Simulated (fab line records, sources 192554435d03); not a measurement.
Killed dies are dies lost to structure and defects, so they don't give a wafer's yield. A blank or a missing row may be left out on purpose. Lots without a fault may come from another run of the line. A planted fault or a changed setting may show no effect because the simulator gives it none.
Problem report in the 8D (eight disciplines) form, filled by code | flow n5_finfet | the parts of the form that need people (team, actions taken, sign-off) are left out

1. THE PROBLEM
cathode_dc_power_W at N5_BEOL_M7_SPUTTER_48 reads a mean of 31828 W on 2 wafers of 1 lot; wafers without a fault read 26000 W with a standard deviation of 4.8. That is +99 or more standard deviations from the usual mean.
The step: material Cu, target thk 10 nm, time 1.667 s.
First seen on wafer L157.2, day 12 13:09, on pvd_sputter-01. The record holds 33 wafers of 11 lots with a number at this step. Rule for "out", or "out of limits": more than 4 standard deviations from the usual mean. The other wafers with a number count as sound.

2. WHAT IT IS AND WHAT IT IS NOT
question                    | is                 | is not
which readings at this step | cathode_dc_power_W | throttle_valve_pct
which lots                  | L157               | L152, L153, L154, L161, L166, L167, L168, L171, L173, L174
which wafers of those lots  | L157.2, L157.6     | L157.1
read on which tools         | pvd_sputter-01     | pvd_sputter-02, pvd_sputter-03
when                        | from day 12 13:09  | up to then (10 sound wafers); but 21 sound wafers of L161, L166, L167, L168, L171, L173, L174 came after

3. SUSPECTS, AND WHAT RULES EACH OUT
Counting: a tool at a process step up to the reading stays a suspect if it ran every lot that is out. Sound lots after the first of them don't rule it out here, since some wafers of a struck lot are sound.
- rie_diel-01 at N5_BEOL_M7_STRIP_80 (strips in N2/H2, time 10 s): kept. It ran the lot that is out, L157 (day 12 13:09); its last sound lot up to then is L154 (day 10 13:20). N5_BEOL_M7_STRIP_80 gives no start for some lots, so the hours and the order of its lots are those of N5_BEOL_M7_SPUTTER_48.
- pvd_sputter-01 at N5_BEOL_M7_SPUTTER_48 (material Cu, target thk 10 nm, time 1.667 s): kept. It ran the lot that is out, L157 (day 12 13:09); its last sound lot up to then is L153 (day 10 13:38). Its own readings are out on those wafers: cathode_dc_power_W.
Left after counting: rie_diel-01 at N5_BEOL_M7_STRIP_80, pvd_sputter-01 at N5_BEOL_M7_SPUTTER_48.

4. THE CAUSE (what the simulator had put in)
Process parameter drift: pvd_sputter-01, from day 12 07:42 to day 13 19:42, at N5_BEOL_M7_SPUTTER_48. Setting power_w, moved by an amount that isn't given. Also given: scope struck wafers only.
Counting left 2 suspects, and this tool is among them.

5. THE CHAIN OF EFFECTS, in route order
Each row: a reading whose mean over the struck wafers that have a number lies more than 3 standard deviations from the usual. Only readings for which the record gives a usual standard deviation are gone through. hours: the time from each lot's start at the first step in this table that gives one to its start at this step, as a median over the lots. sigmas: the change in usual standard deviations.
hours | step                  | reading            | usual   | on struck wafers | change | sigmas
0     | N5_BEOL_M7_SPUTTER_48 | cathode_dc_power_W | 26000 W | 31828            | +5828  | +99 or more
The process steps in it:
- N5_BEOL_M7_SPUTTER_48: material Cu, target thk 10 nm, time 1.667 s.

6. WHAT WOULD HAVE CAUGHT IT SOONER
In this record the first reading out of limits was taken at day 12 13:09, 5 hours after the fault began at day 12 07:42.
